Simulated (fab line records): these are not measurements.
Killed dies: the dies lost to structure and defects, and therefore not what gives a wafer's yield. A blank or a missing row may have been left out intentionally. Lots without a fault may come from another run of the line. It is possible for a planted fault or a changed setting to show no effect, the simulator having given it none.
fab line records	flow n5Finfet
record lots=11	wafers=30	lastDay=17
route steps=1938 shown BEOL_M10@1506
lots that met no fault: from a run of the same line without faults
startH: hours from the record's first day to the start of the lot's first wafer shown	waitH: hours since the lot's step before	" repeats the value in the row above	L1.1+2: a row that stands for several wafers	- value missing, or start not given	* or withheld: withheld	< > ~ a bound
route shown NAME@n: names a module that has steps shown in the file, with the first one's number in the route	usual: mean and standard deviation over wafers with no fault	same: alike in all rows	chamber/n: place in a boat	sites: per-site readings	_std_site: their standard deviation	_edge_site: inner sites' mean taken away from outer sites' mean	radiusMm: for every site, how far away it sits from the centre of the wafer	mask NAME#n: copy n	behind: tool/chamber where the wafer was last shaped	hold: reason for holding the lot/hours on hold/outcome of the hold	device: which transistor (n, p or np) failed to switch	end of line: tests run on the same wafers once the route is complete	where a step has no rows: the recipe by itself	killed: dies lost to structure and defects at the first sort, not the wafer's yield	map: a wafer's dies, x killed, . not, _ none there
set.NAME: setting as actually run; set.NAME@STEP: the setting as run at that earlier step	model.NAME: the simulator's own value behind a step, which no gauge read
one table for each step of the route and one row for each wafer, over a sample of lots
services: when a tool's chamber went out of use (startH, in hours from the record's first day, below 0 if earlier), for how many hours, and the reason
## steps
# step N5_BEOL_M10_ETCH_65
# recipe chemistry=CF4	target=SiARC	targetDepthA=390	maskMaterial=CAR-ArF	timeS=65	ionEnergyEv=80	pressureMtorr=40	sourceW=545	biasW=36	Ar_flow_sccm=100	cf4FlowSccm=100	ends=cleared
# usual cf4FlowSccm=100.03/0.29	drypumpMotorCurrentA=5.6/0.36	etchRfOnTimeS=64.4/1.2	oesProductAu=0.66/0.069	rfVppV=183.9/1.1	showerheadPlenumPTorr=2.13/0.063	throttleValvePct=15.59/0.14
lot.wafer	tool	chamber	startH	waitH	cf4FlowSccm	drypumpMotorCurrentA	etchRfOnTimeS	oesProductAu	rfHoursCounterH	rfVppV	showerheadPlenumPTorr	throttleValvePct
L313.1	rieDiel-05	2	204.86	0.0	99.79	5.7	64.9	0.63	195	184.5	2.22	15.37
L313.3	"	1	"	"	100.28	5.2	65.6	0.61	197	182.8	2.12	15.67
L313.6	"	1	"	"	99.90	5.2	65.6	0.61	-	185.6	2.12	15.66
L315.1	rieDiel-05	3	215.19	0.0	100.19	5.2	62.3	0.76	28	183.8	2.10	15.59
L315.4	"	2	"	"	99.88	5.7	64.1	0.63	197	184.1	2.21	15.36
L315.6	"	1	"	"	100.71	5.2	64.6	0.62	-	184.2	2.12	15.66
L317.1	rieDiel-03	1	248.62	0.0	100.16	5.3	64.4	0.77	34	185.8	2.18	15.59
L317.2	"	3	"	"	100.29	5.6	65.1	0.72	68	183.2	2.09	15.53
L317.5	"	1	"	"	99.73	5.3	64.1	0.78	-	185.2	2.18	15.60
L322.2	rieDiel-05	3	272.19	0.0	100.32	5.2	62.8	0.74	46	182.4	2.09	15.64
L322.3	"	0	"	"	100.16	5.7	63.1	0.60	224	184.2	2.11	15.75
L322.4	"	1	"	"	99.67	5.2	65.5	0.60	221	182.7	2.11	15.71
L325.1	rieDiel-05	1	293.40	0.0	100.32	5.2	65.3	0.59	227	183.0	2.11	15.71
L325.2	"	0	"	"	100.30	5.7	63.5	0.60	231	183.1	2.11	15.78
L328.2	rieDiel-06	3	310.34	0.0	100.06	6.4	64.5	0.59	245	180.8	2.03	15.71
L328.6	"	0	"	"	99.63	5.0	66.1	0.77	-	183.0	2.18	15.41
L331.1	rieDiel-06	3	315.02	0.0	100.12	6.4	65.1	0.58	246	182.7	2.03	15.70
L331.2	"	1	"	"	100.38	5.4	64.4	0.63	186	184.2	2.12	15.45
L331.4	"	0	"	"	99.69	5.0	66.1	0.77	24	184.1	2.18	15.42
L330.2	rieDiel-06	1	315.54	0.0	99.97	5.4	64.4	0.62	187	183.8	2.12	15.45
L330.6	"	1	"	"	99.77	5.4	64.6	0.63	-	183.5	2.12	15.45
L333.3	rieDiel-06	0	333.78	0.0	100.14	5.0	66.9	0.75	30	184.4	2.18	15.43
L333.4	"	1	"	"	99.65	5.4	64.5	0.63	-	185.0	2.12	15.47
L333.5	"	0	"	"	100.25	5.0	66.4	0.75	-	183.4	2.18	15.44
L335.1	rieDiel-03	0	357.54	0.0	100.56	6.1	63.7	0.65	165	183.1	2.06	15.75
L335.2	"	2	"	"	99.54	6.2	63.8	0.60	234	183.0	2.02	15.74
L335.5	"	3	"	"	99.89	5.6	65.3	0.69	-	182.7	2.07	15.60
L336.1	rieDiel-03	3	358.07	0.0	100.24	5.6	66.0	0.68	102	182.4	2.07	15.60
L336.2	"	0	"	"	100.18	6.1	64.0	0.65	165	183.4	2.06	15.74
L336.5	"	1	"	"	100.03	5.3	63.6	0.72	-	185.0	2.17	15.66
# step N5_BEOL_M10_VIA_ETCH_34
# recipe chemistry=C4F6/O2	target=SiCOH_lowk	targetDepthA=1845	maskMaterial=SOC	taperDeg=4	timeS=69.2	ionEnergyEv=250	pressureMtorr=30	sourceW=345	biasW=185	Ar_flow_sccm=300	C4F6_flow_sccm=10	O2_flow_sccm=10
# usual drypumpMotorCurrentA=5.6/0.36	oesProductAu=0.78/0.082	rfVppV=667/14	showerheadPlenumPTorr=2.83/0.083	throttleValvePct=20.88/0.16
# same timeS=69.2
lot.wafer	tool	chamber	startH	waitH	drypumpMotorCurrentA	oesProductAu	rfHoursCounterH	rfVppV	showerheadPlenumPTorr	throttleValvePct
L313.1	rieDiel-05	2	205.03	0.0	5.6	0.74	195	686	2.96	20.67
L313.3	"	1	"	"	5.2	0.72	197	664	2.83	20.95
L313.6	"	1	"	"	5.2	0.71	-	665	2.83	20.97
L315.1	rieDiel-05	3	215.37	0.0	5.2	0.90	28	675	2.79	21.02
L315.4	"	2	"	"	5.7	0.74	197	684	2.96	20.66
L315.6	"	1	"	"	5.2	0.73	-	664	2.82	20.97
L317.1	rieDiel-03	1	248.79	0.0	5.3	0.91	34	689	2.89	20.92
L317.2	"	3	"	"	5.6	0.85	68	672	2.77	20.86
L317.5	"	1	"	"	5.3	0.92	-	687	2.89	20.90
L322.2	rieDiel-05	3	272.36	0.0	5.2	0.86	46	676	2.78	21.03
L322.3	"	0	"	"	5.7	0.69	224	643	2.81	20.99
L322.4	"	1	"	"	5.2	0.70	221	666	2.81	20.98
L325.1	rieDiel-05	1	293.58	0.0	5.2	0.69	227	664	2.81	20.99
L325.2	"	0	"	"	5.7	0.69	231	642	2.80	21.00
L328.2	rieDiel-06	3	310.51	0.0	6.4	0.68	245	666	2.70	20.96
L328.6	"	0	"	"	5.1	0.91	-	683	2.90	20.79
L331.1	rieDiel-06	3	315.19	0.0	6.4	0.67	246	665	2.70	20.96
L331.2	"	1	"	"	5.4	0.72	187	661	2.82	20.64
L331.4	"	0	"	"	5.1	0.91	24	683	2.90	20.80
L330.2	rieDiel-06	1	315.71	0.0	5.4	0.73	187	660	2.82	20.61
L330.6	"	1	"	"	5.4	0.74	-	660	2.82	20.63
L333.3	rieDiel-06	0	333.95	0.0	5.0	0.88	30	683	2.90	20.80
L333.4	"	1	"	"	5.4	0.72	-	662	2.81	20.64
L333.5	"	0	"	"	5.0	0.89	-	682	2.90	20.78
L335.1	rieDiel-03	0	357.72	0.0	6.1	0.75	165	661	2.74	21.07
L335.2	"	2	"	"	6.2	0.69	234	663	2.70	21.00
L335.5	"	3	"	"	5.6	0.81	-	671	2.76	20.91
L336.1	rieDiel-03	3	358.24	0.0	5.6	0.80	102	670	2.76	20.91
L336.2	"	0	"	"	6.1	0.76	165	662	2.74	21.08
L336.5	"	1	"	"	5.3	0.85	-	686	2.87	20.96
# step N5_BEOL_M10_ALD_74
# recipe material=TaN	targetThkA=20	tempC=275	aldPrecursorFamily=PDMAT	aldCoReactant=NH3	pressureTorr=3	carrierFlowSccm=1500	pulseTimeS=2	purgeTimeS=3	coReactantPurgeTimeS=2	coReactantPulseTimeS=3	aldCycles=40	precursorVesselTempC=75	precursorVesselPressureTorr=26.25	precursorVesselCarrierSccm=1000
# usual aldCycles=40/0	chamberPressureTorr=3.001/0.0059	heaterPowerW=410/38	mfcCarrierSccm=1500/4.5
lot.wafer	tool	chamber	startH	waitH	aldCycles	chamberPressureTorr	heaterPowerW	mfcCarrierSccm
L313.1	aldMetal-03	1	206.04	0.0	40	3.004	445	1506
L313.3	"	3	"	"	40	3.001	410	1492
L313.6	"	2	"	"	40	3.001	464	1506
L315.1	aldMetal-02	1	216.67	0.0	40	3.007	423	1505
L315.4	"	3	"	"	40	2.995	356	1499
L315.6	"	3	"	"	40	3.001	362	1499
L317.1	aldMetal-02	1	250.64	0.0	40	2.996	428	1500
L317.2	"	0	"	"	40	3.006	397	1502
L317.5	"	3	"	"	40	2.995	356	1496
L322.2	aldMetal-02	2	273.70	0.1	40	3.001	403	1506
L322.3	"	1	"	"	40	2.993	421	1498
L322.4	"	1	"	"	40	3.002	425	1497
L325.1	aldMetal-02	1	295.09	0.1	47	3.008	418	1497
L325.2	"	0	"	"	47	3.003	408	1503
L328.2	aldMetal-02	0	313.07	0.0	47	2.998	404	1493
L328.6	"	3	"	"	40	3.011	370	1503
L331.1	aldMetal-01	0	316.85	0.2	40	3.003	462	1506
L331.2	"	1	"	"	40	3.006	447	1501
L331.4	"	2	"	"	40	3.010	360	1496
L330.2	aldMetal-02	0	316.93	0.1	47	2.999	410	1498
L330.6	"	1	"	"	40	3.001	416	1497
L333.3	aldMetal-01	1	335.43	0.3	40	3.000	445	1495
L333.4	"	2	"	"	40	2.998	360	1504
L333.5	"	3	"	"	40	3.006	351	1499
L335.1	aldMetal-03	2	358.85	0.1	40	3.004	442	1498
L335.2	"	3	"	"	40	3.011	381	1503
L335.5	"	1	"	"	40	3.005	401	1503
L336.1	aldMetal-01	0	359.52	0.0	40	3.007	447	1490
L336.2	"	3	"	"	40	3.008	351	1494
L336.5	"	0	"	"	40	2.995	457	1497
# step N5_BEOL_M10_SPUTTER_48
# recipe material=Cu	targetThkA=120	tempC=-20	biasV=60	powerW=26000	chamberPressurePa=0.13	timeS=2
# usual throttleValvePct=30.2/1.1
# same timeS=2
lot.wafer	tool	chamber	startH	waitH	throttleValvePct
L313.1	pvdSputter-02	-	206.64	0.1	30.4
L313.3	"	-	"	"	30.0
L313.6	"	-	"	"	30.3
L315.1	pvdSputter-03	-	217.84	0.1	30.0
L315.4	"	-	"	"	28.5
L315.6	"	-	"	"	29.1
L317.1	pvdSputter-01	-	251.42	0.1	31.0
L317.2	"	-	"	"	31.7
L317.5	"	-	"	"	31.4
L322.2	pvdSputter-03	-	274.42	0.2	30.3
L322.3	"	-	"	"	28.6
L322.4	"	-	"	"	31.4
L325.1	pvdSputter-02	-	295.80	0.2	29.8
L325.2	"	-	"	"	29.2
L328.2	pvdSputter-01	-	313.83	0.1	29.4
L328.6	"	-	"	"	31.5
L331.1	pvdSputter-02	-	317.52	0.1	30.1
L331.2	"	-	"	"	29.7
L331.4	"	-	"	"	28.7
L330.2	pvdSputter-02	-	317.60	0.2	30.2
L330.6	"	-	"	"	30.0
L333.3	pvdSputter-02	-	336.54	0.1	29.1
L333.4	"	-	"	"	31.4
L333.5	"	-	"	"	29.0
L335.1	pvdSputter-03	-	359.50	0.1	31.8
L335.2	"	-	"	"	30.2
L335.5	"	-	"	"	31.9
L336.1	pvdSputter-01	-	360.03	0.1	31.4
L336.2	"	-	"	"	30.7
L336.5	"	-	"	"	31.1
## services
tool	chamber	startH	hours	kind
aldMetal-03	3	219.06	25.0	repair
rieDiel-06	0	219.61	-	clean
rieDiel-06	0	219.61	-	consumableReplace:focusRing
rieDiel-03	0	223.19	7.0	repair
rieDiel-06	3	249.82	7.8	repair
rieDiel-06	1	268.25	3.5	repair
aldMetal-02	3	271.11	12.5	repair
aldMetal-03	3	274.16	3.4	repair
rieDiel-05	1	280.42	2.5	repair
pvdSputter-01	-	290.79	0.8	repair
pvdSputter-01	-	294.87	7.9	repair
aldMetal-01	-	294.99	2.7	repair
aldMetal-02	2	307.98	22.7	repair
pvdSputter-02	-	330.33	4.9	repair
aldMetal-02	2	336.89	12.0	repair
aldMetal-03	-	337.46	14.0	pm
rieDiel-05	0	343.60	-	clean
rieDiel-05	0	343.60	-	consumableReplace:focusRing
rieDiel-05	0	343.60	13.6	scheduledDown
rieDiel-05	0	343.60	13.6	ventCycle
rieDiel-05	1	357.20	-	clean
rieDiel-05	1	357.20	-	consumableReplace:focusRing
rieDiel-05	1	357.20	21.8	scheduledDown
rieDiel-05	1	357.20	21.8	ventCycle
## key
firstSign step=N5_BEOL_M10_ALD_74	reading=aldCycles	direction=up	sigmas=99+	usual=*	struck=*
effect none on later readings
metAt N5_BEOL_M10_ALD_74
struckLots L325,L328,L330
struckWafers L325.1,L325.2,L328.2,L330.2
notActingAt N5_BEOL_M10_ETCH_65,N5_BEOL_M10_VIA_ETCH_34,N5_BEOL_M10_SPUTTER_48
onsetBetween 273.70 295.09
fault kind=processParameterDrift	tool=aldMetal-02	chamber=-	onsetH=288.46	steps=N5_BEOL_M10_ALD_74	channel=aldCycles	offset=*	shape=step	endH=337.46	scope=struckWafersOnly	actsIn=*	stated=*
